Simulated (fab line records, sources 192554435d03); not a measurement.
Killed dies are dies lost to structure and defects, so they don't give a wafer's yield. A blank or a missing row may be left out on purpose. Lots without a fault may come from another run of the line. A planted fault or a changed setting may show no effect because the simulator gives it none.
Split-lot experiment | flow n5_finfet | 7 lots, 21 wafers read, on a route of 1938 steps

THE SPLIT
At N5_BEOL_M6_TRENCH_ETCH_37 (etches SiCOH lowk in C4F6/O2, target depth 94.435 nm, time 31.5 s), the setting bias_w was moved away from the recipe's 185 W on 9 of the 21 wafers read, by -12.5% to +12.1%. The other wafers ran this setting at the recipe's value.

FROM THE SPLIT TO THE READING: what the file shows between them, 10 steps
- N5_BEOL_M6_ETCH_41: etches SiCN in CH3F/O2, target depth 29.7 nm, time 52 s
- N5_BEOL_M6_STRIP_80: strips in N2/H2, time 10 s
- N5_BEOL_M6_OCD_MEAS_38
- N5_BEOL_M6_HM_STRIP_39: strips TiN in peroxide tin strip, target depth 25 nm, time 158 s
- N5_BEOL_M6_SRD_40: time 30 s
- N5_BEOL_M6_ECD_50: material Cu, target thk 300 nm
- N5_BEOL_M6_ANNEAL_51: time 90 s
- N5_BEOL_M6_CMP_52: polishes, stops on SiCOH lowk, t overpolish 6.9 s, target thk 80 nm
- N5_BEOL_M6_PRE_CLEAN_55: time 15 s
- N5_BEOL_M6_DEP_56: deposits SiCN from 3MS/NH3, target thk 10 nm, time 17.5 s

THE READING
M6_RS, in ohm/sq, at N5_BEOL_M6_RS_MEAS_57 (measures by four-point-probe). Fault-free wafers of this fab line usually give 0.288 ohm/sq, standard deviation 0.0085 ohm/sq.

wafer  | tool, chamber at the split | bias_w as run, W | against the recipe | M6_RS, ohm/sq | against lot-mates on the recipe
L076.2 | rie_diel-01, 2             | 193.6            | +4.6%              | 0.277         | -0.014
L076.4 | rie_diel-01, 0             | 193.6            | +4.6%              | 0.284         | -0.007
L076.6 | rie_diel-01, 0             | 185              | recipe             | 0.291         | -
L078.1 | rie_diel-01, 3             | 185              | recipe             | 0.300         | -
L078.2 | rie_diel-01, 2             | 205.3            | +11.0%             | 0.277         | -0.021
L078.6 | rie_diel-01, 0             | 185              | recipe             | 0.296         | -
L082.3 | rie_diel-03, 3             | 185              | recipe             | 0.287         | -
L082.4 | rie_diel-03, 3             | 161.9            | -12.5%             | 0.307         | +0.020
L082.5 | rie_diel-03, 0             | 161.9            | -12.5%             | 0.312         | +0.025
L083.1 | rie_diel-05, 1             | 185              | recipe             | 0.307         | -
L083.2 | rie_diel-05, 2             | 185              | recipe             | 0.297         | -
L083.5 | rie_diel-05, 2             | 199.2            | +7.7%              | 0.286         | -0.016
L089.2 | rie_diel-05, 1             | 185              | recipe             | 0.283         | -
L089.3 | rie_diel-05, 2             | 204.8            | +10.7%             | 0.276         | -0.007
L089.4 | rie_diel-05, 3             | 185              | recipe             | 0.283         | -
L092.1 | rie_diel-01, 3             | 185              | recipe             | 0.296         | -
L092.2 | rie_diel-01, 0             | 185              | recipe             | 0.305         | -
L092.4 | rie_diel-01, 2             | 185              | recipe             | 0.298         | -
L096.1 | rie_diel-05, 3             | 207.3            | +12.1%             | 0.266         | -0.012
L096.2 | rie_diel-05, 1             | 185              | recipe             | 0.278         | -
L096.3 | rie_diel-05, 0             | 207.3            | +12.1%             | 0.261         | -0.017

THE FIT
A straight line over all 21 wafers: M6_RS changes by -0.00172 ohm/sq for each +1% of bias_w; r = -0.82; the points scatter about the line by 0.0081 ohm/sq.
The same after taking each lot's own level away (the mean of its wafers on the recipe; 21 wafers): -0.00155 ohm/sq for each +1%; r = -0.93; scatter 0.0043 ohm/sq.
On that fit, the largest move of bias_w shifts the reading by 0.019 ohm/sq.
The lots' own levels span 0.2780 to 0.3020 ohm/sq, that is 2.8 times the standard deviation above.
So the lot-to-lot level changes the slope: the two fits differ.
Check: with one of the wafers moved furthest among these (-12.5%) left out of the fit, the line predicts +0.0197 ohm/sq for it against its lot-mates. It came out at +0.02 ohm/sq against them.
Tool readings at the split's step, against how far the setting was moved: rf_vpp_V r = +0.93.

OTHER SPLITS ON THESE WAFERS
These wafers also went through other splits before the reading. Each is held against what the fit with the lots' levels taken away leaves over:
other split on the same wafers | wafers away from the commonest value | r with M6_RS (lot level and that fit taken away)
N5_BEOL_M5_PECVD_70 temp_c     | 4                                    | +0.12
N5_BEOL_M6_ETCH_62 time_s      | 6                                    | +0.17

THE WHOLE CHAIN: every reading that the file lists as answering this split, in the file's order
step                      | what it does                                                        | reading                                                                      | change (the file's fit)               | r (the file's)
N5_BEOL_M6_TRENCH_ETCH_37 | etches SiCOH lowk in C4F6/O2, target depth 94.435 nm, time 31.5 s   | rf_vpp_V                                                                     | +6.31 V for each +1% of the setting   | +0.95
N5_BEOL_M6_TRENCH_ETCH_37 | etches SiCOH lowk in C4F6/O2, target depth 94.435 nm, time 31.5 s   | BEOL_M6.feature_depth_nm (the simulator's own value, which no gauge read)    | +0.351 nm for each +1% of the setting | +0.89
N5_BEOL_M6_TRENCH_ETCH_37 | etches SiCOH lowk in C4F6/O2, target depth 94.435 nm, time 31.5 s   | etch.depth_nm (the simulator's own value, which no gauge read)               | +0.348 nm for each +1% of the setting | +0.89
N5_BEOL_M6_OCD_MEAS_38    |                                                                     | trench_depth_nm                                                              | +0.375 nm for each +1% of the setting | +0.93
N5_BEOL_M6_CMP_52         | polishes, stops on SiCOH lowk, t overpolish 6.9 s, target thk 80 nm | Cu_of_BEOL_M6_ECD_50.thk_nm (the simulator's own value, which no gauge read) | +0.353 nm for each +1% of the setting | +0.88
N5_BEOL_M6_RS_MEAS_57     | measures by four-point-probe                                        | M6_RS                                                                        | -0.0015 for each +1% of the setting   | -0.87

THE FILE'S OWN FIT
M6_RS changes by -0.0015 ohm/sq for each +1% of bias_w, r = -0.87.
